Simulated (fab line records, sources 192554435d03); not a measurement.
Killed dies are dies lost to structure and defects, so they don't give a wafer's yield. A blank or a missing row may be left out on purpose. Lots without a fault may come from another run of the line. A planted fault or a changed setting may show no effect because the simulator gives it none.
A struck lot beside a sound one | flow n5_finfet | 15 steps out of a route of 1938
Sound: wafers L944.1, L944.3, L944.6. Struck: wafer L965.3. (L965.1, L965.5 of the same lot were not struck and are left out.) The cause comes at the end.
At each step with rows: each side's tool, then ch and its chambers, then its first start. Under that, the readings that differ: sound wafers | struck wafers | difference of the means | sigmas: that difference in standard deviations of wafers without a fault.
alike: readings whose means differ by less than 2 such deviations, and words and numbers that are the same on both sides. not compared: withheld readings, readings that some wafer has no value for, bounds like >300 that may hide the same value, and numbers for which the record gives no deviation and whose values overlap.
The two part at a step that has a row with sigmas, a row that says differs or no value, or rows on one side only. Numbers that don't overlap but have no deviation are shown without sigmas and don't part them. A reading that every wafer of one side lacks parts them only if that side has two wafers or more.

first, 6 steps without rows for these wafers: N5_MOL_CONTACT_COAG_COAT_34 (resist thk 40 nm); N5_MOL_CONTACT_COAG_EBR_36; N5_MOL_CONTACT_COAG_SOFTBAKE_35 (time 60 s); N5_MOL_CONTACT_COAG_EXPOSE_37 (exposes mask VD, defocus 0 nm); N5_MOL_CONTACT_COAG_PEB_38 (peb time 60 s); N5_MOL_CONTACT_COAG_DEVELOP_39 (develop time 30 s).
N5_MOL_CONTACT_COAG_CD_MEAS_40: target cd 25.1 nm.
  sound on cd_sem-03 ch 0, day 5 17:44; struck on cd_sem-01 ch 0, day 11 02:17
  alike: cd_nm
N5_MOL_CONTACT_COAG_OVL_MEAS_41:
  sound on overlay-02 ch 0, day 5 17:46; struck on overlay-02 ch 0, day 11 02:19
  alike: VD_OVL
N5_MOL_CONTACT_COAG_INSPECT_42: inspects for defects (brightfield).
  sound on defect_inspect-01, day 5 17:50; struck on defect_inspect-02, day 11 02:23
  alike: raw_defect_count
N5_MOL_CONTACT_COAG_DESCUM_45: chemistry O2, time 7 s.
  sound on rie_diel-01 ch 1,3, day 5 17:52; struck on rie_diel-04 ch 0, day 11 02:25
  alike: drypump_motor_current_A, o2_flow_sccm, oes_product_au, rf_vpp_V, showerhead_plenum_p_Torr, temp_c, throttle_valve_pct
  not compared: rf_hours_counter_h
N5_MOL_CONTACT_COAG_ETCH_65: etches underlayer in N2/H2, target depth 13 nm, time 10.4 s.
  sound on rie_diel-01 ch 1,3, day 5 17:54; struck on rie_diel-04 ch 0, day 11 02:27
  alike: drypump_motor_current_A, etch_rf_on_time_s, oes_product_au, rf_vpp_V, showerhead_plenum_p_Torr, throttle_valve_pct
  not compared: rf_hours_counter_h
N5_MOL_CONTACT_COAG_ETCH_66: etches SiARC in CF4, target depth 13 nm, time 21.7 s.
  sound on rie_diel-01 ch 1,3, day 5 17:55; struck on rie_diel-04 ch 0, day 11 02:28
  alike: drypump_motor_current_A, etch_rf_on_time_s, oes_product_au, rf_vpp_V, showerhead_plenum_p_Torr, throttle_valve_pct
  not compared: rf_hours_counter_h
N5_MOL_CONTACT_COAG_ALD_133: deposits SiO2, target thk 5 nm, pulse time 1 s, co reactant pulse time 1 s.
  sound on ald_sin-02 ch 0,1,3, day 5 18:01; struck on ald_sin-02 ch 1, day 11 02:33
  reading                                            | sound    | struck | difference | sigmas
  ald_cycles                                         | 35 35 35 | 11     | -24        |
  model.SiO2_of_MOL_CONTACT_COAG_ALD_133.thk_nm (nm) | 5 5 5    | 1.6    | -3.4       |
  alike: heater_power_w, precursor_pulse_height_rel
N5_MOL_CONTACT_COAG_ETCHBACK_134: etches SiO2 in CHF3, target depth 10 nm, time 6.7 s.
  sound on rie_diel-04 ch 1,2,3, day 5 18:11; struck on rie_diel-05 ch 0, day 11 02:44
  alike: CHF3_flow_sccm, drypump_motor_current_A, oes_f_703_au, oes_product_au, rf_vpp_V, showerhead_plenum_p_Torr, throttle_valve_pct
  not compared: rf_hours_counter_h
-- the record jumps here: 10 days lie between the struck wafers' starts before and after (it left off in module MOL_CONTACT_COAG and takes up again in module PASSIVATION, whose first step shown is number 1936 of the route) --
N5_PASSIVATION_PROBE_49:
  sound on prober-01, day 15 02:16; struck on prober-01, day 20 22:18
  reading            | sound    | struck | difference | sigmas
  killed_at_contacts | 20 6 8   | 1088   | +1077      | +99 or more
  killed_at_other    | 4 0 4    | 12     | +9         | +3
  killed_dies        | 93 68 95 | 1180   | +1095      | +61
  killed_on_rim      | 5 7 7    | 152    | +146       | +36
  alike: killed_at_M0_to_M3, killed_at_M4_up, killed_at_front_end, killed_open, killed_short

WHERE THEY PART
Only at N5_PASSIVATION_PROBE_49, within this record.

WHY: what the simulator had put in
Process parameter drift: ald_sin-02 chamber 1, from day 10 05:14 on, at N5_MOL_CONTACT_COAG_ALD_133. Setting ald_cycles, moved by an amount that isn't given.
